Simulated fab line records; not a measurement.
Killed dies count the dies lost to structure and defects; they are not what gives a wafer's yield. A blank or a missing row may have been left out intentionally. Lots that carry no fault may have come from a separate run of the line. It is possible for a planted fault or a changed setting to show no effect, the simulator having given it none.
Which tool is to blame? | flow nandHarc | 11 lots, 33 wafers sampled, at 5 steps of a route of 1302

## WHAT THE GAUGES READ, wafer by wafer
NHARC_END_SORT_01. Usual: killedAtArray 59, standard deviation 19; killedAtOther 0.6, standard deviation 0.85; killedAtPeriphery 3.8, standard deviation 2.5; killedDies 64, standard deviation 19; killedOpen 3.3, standard deviation 1.8; killedShort 2.2, standard deviation 1.6.
lot  | measured     | on        | killedAtArray | killedAtOther | killedAtPeriphery | killedDies  | killedOpen | killedShort | flag
L694 | day 26 05:54 | prober-02 | 59 64 48      | 0 0 0         | 618 613 629       | 677 677 677 | 6 6 5      | 4 1 1       | OFF
L695 | day 27 22:08 | prober-01 | 58 70 59      | 1 2 0         | 618 605 618       | 677 677 677 | 4 4 0      | 1 4 2       | OFF

## TOOL THAT RAN EACH LOT (tool first, then ch and the chambers of the sampled wafers, then the start)
lot  | NHARC_P_GATE_HM_OPEN_105                     | NHARC_P_GATE_ALD_36              | NHARC_P_GATE_ETCHBACK_37          | NHARC_P_GATE_STRIP_101
L690 | rieDiel-01 ch 0,1,2, day 6 00:35 or earlier  | aldSin-01 ch 0,1,3, day 6 00:35  | rieDiel-12 ch 0,1,3, day 6 10:05  | rieDiel-12 ch 0,1,2, day 6 10:10
L691 | rieDiel-01 ch 0,1, day 6 12:18 or earlier    | aldSin-04 ch 0,1,3, day 6 12:18  | rieDiel-09 ch 0,2, day 6 21:52    | rieDiel-09 ch 0,1,2, day 6 21:57
L692 | rieDiel-09 ch 1,3, day 6 13:57 or earlier    | aldSin-03 ch 1,2,3, day 6 13:57  | rieDiel-09 ch 2,3, day 6 22:24    | rieDiel-09 ch 1,2, day 6 22:29
L694 | rieDiel-01 ch 0,1,3, day 7 17:32 or earlier  | aldSin-04 ch 1,2, day 7 17:32    | rieDiel-12 ch 0,2,3, day 8 03:02  | rieDiel-12 ch 0,2,3, day 8 03:07
L695 | rieDiel-01 ch 0,1,2, day 8 14:11 or earlier  | aldSin-01 ch 0,1,3, day 8 14:11  | rieDiel-12 ch 0,3, day 8 21:35    | rieDiel-12 ch 1,2, day 8 21:40
L697 | rieDiel-01 ch 1,2,3, day 8 22:25 or earlier  | aldSin-04 ch 1,2,3, day 8 22:25  | rieDiel-09 ch 0,1,2, day 9 07:58  | rieDiel-09 ch 0,1,2, day 9 08:04
L706 | rieDiel-09 ch 0,2, day 12 10:28 or earlier   | aldSin-04 ch 2,3, day 12 10:28   | rieDiel-12 ch 0,1, day 12 19:56   | rieDiel-12 ch 1,2,3, day 12 20:02
L707 | rieDiel-01 ch 0,1,3, day 12 22:58 or earlier | aldSin-03 ch 1,3, day 12 22:58   | rieDiel-12 ch 0,2,3, day 13 07:31 | rieDiel-12 ch 2,3, day 13 07:36
L708 | rieDiel-09 ch 2,3, day 13 13:59 or earlier   | aldSin-01 ch 0,2, day 13 13:59   | rieDiel-01 ch 2,3, day 13 23:29   | rieDiel-01 ch 0,2,3, day 13 23:34
L709 | rieDiel-09 ch 1,2, day 13 19:20 or earlier   | aldSin-04 ch 0,1,2, day 13 19:20 | rieDiel-09 ch 1,2,3, day 14 02:44 | rieDiel-09 ch 0,2,3, day 14 02:49
L710 | rieDiel-12 ch 1,2,3, day 14 03:57 or earlier | aldSin-03 ch 1,3, day 14 03:57   | rieDiel-12 ch 0,1,2, day 14 15:40 | rieDiel-12 ch 0,1,2, day 14 15:45
- NHARC_P_GATE_HM_OPEN_105: chemistry O2/COS, target depth 360 nm.
- NHARC_P_GATE_ALD_36: deposits SiNx, target thk 20 nm, pulse time 60 s, ald cycles 223.
- NHARC_P_GATE_ETCHBACK_37: etches the open film in CHF3/O2, target depth 34.5 nm, time 17.2 s.
- NHARC_P_GATE_STRIP_101: strips in O2, time 20 s.

## WHAT THE TOOLS THEMSELVES READ (means of the sampled wafers that have a number; where no wafer has one, the mark that the record gives instead)
NHARC_P_GATE_HM_OPEN_105. Usual: drypumpMotorCurrentA 5.8 A, standard deviation 0.53; oesProductAu 1.002 a.u., standard deviation 0.007; rfVppV 468.3 V, standard deviation 2.8; showerheadPlenumPTorr 3.18 Torr, standard deviation 0.13; throttleValvePct 28.331 %, standard deviation 0.0091.
lot  | tool       | drypumpMotorCurrentA (A) | oesProductAu (a.u.) | rfVppV (V) | showerheadPlenumPTorr (Torr) | throttleValvePct (%) | flag
L690 | rieDiel-01 | 5.2                      | 1.004               | 469.8      | 3.25                         | 28.338               | 
L691 | rieDiel-01 | 5.1                      | 0.998               | 472.3      | 3.31                         | 28.331               | 
L692 | rieDiel-09 | 6.4                      | 1.006               | 468.7      | 3.21                         | 28.332               | 
L694 | rieDiel-01 | 5.6                      | 0.999               | 471.0      | 3.25                         | 28.335               | 
L695 | rieDiel-01 | 5.2                      | 1.004               | 469.5      | 3.25                         | 28.332               | 
L697 | rieDiel-01 | 5.7                      | 1.005               | 468.8      | 3.19                         | 28.328               | 
L706 | rieDiel-09 | 6.0                      | 1.003               | 468.9      | 3.20                         | 28.328               | 
L707 | rieDiel-01 | 5.7                      | 1.001               | 470.6      | 3.25                         | 28.332               | 
L708 | rieDiel-09 | 6.2                      | 1.000               | 469.7      | 3.24                         | 28.322               | 
L709 | rieDiel-09 | 6.5                      | 1.005               | 466.0      | 3.05                         | 28.338               | 
L710 | rieDiel-12 | 5.8                      | 1.004               | 466.8      | 3.13                         | 28.329               | 

NHARC_P_GATE_ALD_36. Usual: heaterPowerW 887 W, standard deviation 99; precursorPulseHeightRel 1.002, standard deviation 0.019.
lot  | tool      | heaterPowerW (W) | precursorPulseHeightRel | flag
L690 | aldSin-01 | 859              | 0.998                   | 
L691 | aldSin-04 | 954              | 1.004                   | 
L692 | aldSin-03 | 848              | 1.000                   | 
L694 | aldSin-04 | 1003             | 1.003                   | 
L695 | aldSin-01 | 851              | 0.995                   | 
L697 | aldSin-04 | 982              | 1.007                   | 
L706 | aldSin-04 | 899              | 0.984                   | 
L707 | aldSin-03 | 856              | 1.020                   | 
L708 | aldSin-01 | 863              | 1.003                   | 
L709 | aldSin-04 | 982              | 1.006                   | 
L710 | aldSin-03 | 815              | 1.017                   | 

NHARC_P_GATE_ETCHBACK_37. Usual: biasW 200.1 W (standard deviation 0.58); chamberPressureMTorr 25.001 mTorr (standard deviation 0.024); drypumpMotorCurrentA 5.8 A (standard deviation 0.54); oesProductAu 0.96 a.u. (standard deviation 0.035); rfVppV 371.3 V (standard deviation 2.2); showerheadPlenumPTorr 2.43 Torr (standard deviation 0.098); throttleValvePct 20.571 % (standard deviation 0.0094).
lot  | tool       | biasW (W) | chamberPressureMTorr (mTorr) | drypumpMotorCurrentA (A) | oesProductAu (a.u.) | rfVppV (V) | showerheadPlenumPTorr (Torr) | throttleValvePct (%) | flag
L690 | rieDiel-12 | 199.6     | 24.982                       | 5.6                      | 0.92                | 369.4      | 2.35                         | 20.567               | 
L691 | rieDiel-09 | 200.6     | 25.023                       | 6.0                      | 1.00                | 372.2      | 2.47                         | 20.569               | 
L692 | rieDiel-09 | 200.3     | 25.001                       | 6.2                      | 0.93                | 372.0      | 2.45                         | 20.578               | 
L694 | rieDiel-12 | -         | -                            | -                        | -                   | -          | -                            | -                    | OFF
L695 | rieDiel-12 | -         | -                            | -                        | -                   | -          | -                            | -                    | OFF
L697 | rieDiel-09 | 200.2     | 25.002                       | 6.2                      | 0.93                | 372.4      | 2.44                         | 20.561               | 
L706 | rieDiel-12 | 199.7     | 24.989                       | 5.2                      | 1.00                | 368.6      | 2.30                         | 20.569               | 
L707 | rieDiel-12 | 200.2     | 25.020                       | 5.7                      | 1.00                | 369.8      | 2.36                         | 20.568               | 
L708 | rieDiel-01 | 200.1     | 25.004                       | 5.7                      | 0.92                | 370.7      | 2.39                         | 20.563               | 
L709 | rieDiel-09 | 200.2     | 24.985                       | 6.4                      | 0.95                | 370.4      | 2.42                         | 20.575               | 
L710 | rieDiel-12 | 199.9     | 25.016                       | 5.4                      | 0.93                | 369.8      | 2.36                         | 20.579               | 

NHARC_P_GATE_STRIP_101. Usual: drypumpMotorCurrentA 5.8 A, standard deviation 0.54; oesProductAu 1.002 a.u., standard deviation 0.0065; rfVppV 57.9 V, standard deviation 1; showerheadPlenumPTorr 3.58 Torr, standard deviation 0.14; throttleValvePct 17.035 %, standard deviation 0.0091.
lot  | tool       | drypumpMotorCurrentA (A) | oesProductAu (a.u.) | rfVppV (V) | showerheadPlenumPTorr (Torr) | throttleValvePct (%) | flag
L690 | rieDiel-12 | 5.4                      | 1.004               | 57.6       | 3.48                         | 17.042               | 
L691 | rieDiel-09 | 6.2                      | 0.995               | 57.3       | 3.58                         | 17.027               | 
L692 | rieDiel-09 | 6.5                      | 1.003               | 58.0       | 3.45                         | 17.029               | 
L694 | rieDiel-12 | 5.7                      | 1.008               | 57.4       | 3.47                         | 17.042               | 
L695 | rieDiel-12 | 5.7                      | 1.006               | 57.8       | 3.57                         | 17.044               | 
L697 | rieDiel-09 | 6.2                      | 1.005               | 57.6       | 3.58                         | 17.035               | 
L706 | rieDiel-12 | 5.8                      | 1.004               | 57.7       | 3.54                         | 17.046               | 
L707 | rieDiel-12 | 6.1                      | 1.000               | 58.1       | 3.54                         | 17.029               | 
L708 | rieDiel-01 | 5.6                      | 1.003               | 58.5       | 3.58                         | 17.032               | 
L709 | rieDiel-09 | 6.0                      | 1.007               | 58.0       | 3.68                         | 17.034               | 
L710 | rieDiel-12 | 5.4                      | 1.005               | 58.0       | 3.47                         | 17.046               | 

## THE ANSWER, worked out from the rows above alone
Rule: a lot is off if the mean of its wafers that have a number lies more than 3 standard deviations from the usual mean. A lot without any number at a reading at which 4 lots or more have one is off too. Any other lot the step has rows for is counted as sound. Order of review: gauges by route order, followed by the tools' own readings, for which a lot's mean as printed above is used. The first step at which some lot is off is used, and at that step the reading that is off furthest; a lot without a number counts as furthest.
Off: L694, L695 (NHARC_END_SORT_01, killedAtPeriphery). Neither off nor sound, because the step has no rows for them: L690, L691, L692, L697, L706, L707, L708, L709, L710.
A tool fits if, at a process step before that reading, it ran every lot that is off, and no sound lot after the first of them. Not tried: the gauges at NHARC_END_SORT_01; whatever is off there is also off at NHARC_P_GATE_ETCHBACK_37, on other tools, and gauge error can't account for it. With no start given for some of its lots, NHARC_P_GATE_HM_OPEN_105 uses the hours and lot order of NHARC_P_GATE_ALD_36. This does not decide it: 2 tools fit, namely rieDiel-01 at NHARC_P_GATE_HM_OPEN_105 and rieDiel-12 at NHARC_P_GATE_ETCHBACK_37 and NHARC_P_GATE_STRIP_101.

## WHAT THE SIMULATOR HAD PUT IN
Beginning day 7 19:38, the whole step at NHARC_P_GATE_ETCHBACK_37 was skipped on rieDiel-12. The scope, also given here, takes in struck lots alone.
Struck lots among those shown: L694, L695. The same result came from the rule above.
